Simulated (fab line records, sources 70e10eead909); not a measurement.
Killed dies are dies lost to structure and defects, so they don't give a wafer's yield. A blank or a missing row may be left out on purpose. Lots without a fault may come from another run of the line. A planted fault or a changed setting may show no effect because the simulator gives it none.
Chamber matching | flow nand_harc | NHARC_A_M1_STRIP_18 on rie_diel-09: 4 sister chambers
The step strips in N2/H2. 4 wafers are shown with their chamber, then 9 later ones without.

WAFERS WITH THEIR CHAMBER
wafer  | chamber | showerhead_plenum_p_Torr (Torr)
L076.2 | 2       | 1.94
L083.5 | 1       | 2.07
L087.4 | 3       | 2.10
L087.5 | 0       | 1.95

WAFERS WITHOUT THEIR CHAMBER
wafer  | showerhead_plenum_p_Torr (Torr)
L091.4 | 1.95
L091.5 | 2.10
L091.6 | 2.07
L095.1 | 1.95
L095.2 | 2.07
L095.3 | 2.10
L093.1 | 2.07
L093.3 | 1.93
L093.4 | 1.95

WHICH CHAMBER EACH WENT THROUGH
wafer  | from the rows above | in truth
L091.4 | 0                   | 0
L091.5 | 3                   | 3
L091.6 | 1                   | 1
L095.1 | 0                   | 0
L095.2 | 1                   | 1
L095.3 | 3                   | 3
L093.1 | 1                   | 1
L093.3 | 2                   | 2
L093.4 | 0                   | 0
Placed correctly: 9 of 9. Can't be placed from these rows: 0. Placed wrongly: 0.
How it was worked out, from the rows above alone: a wafer's distance from a chamber is the root of the sum, over the readings, of the square of ((its reading less the chamber's mean) divided by the reading's scatter). The wafer belongs to the nearest chamber; if the next one is less than 2 further off, it can't be placed. A chamber's mean is the mean of its shown wafers. The scatter: with one shown wafer a chamber, the root of the mean of the squares of how far each hidden wafer lies from its nearest shown one.
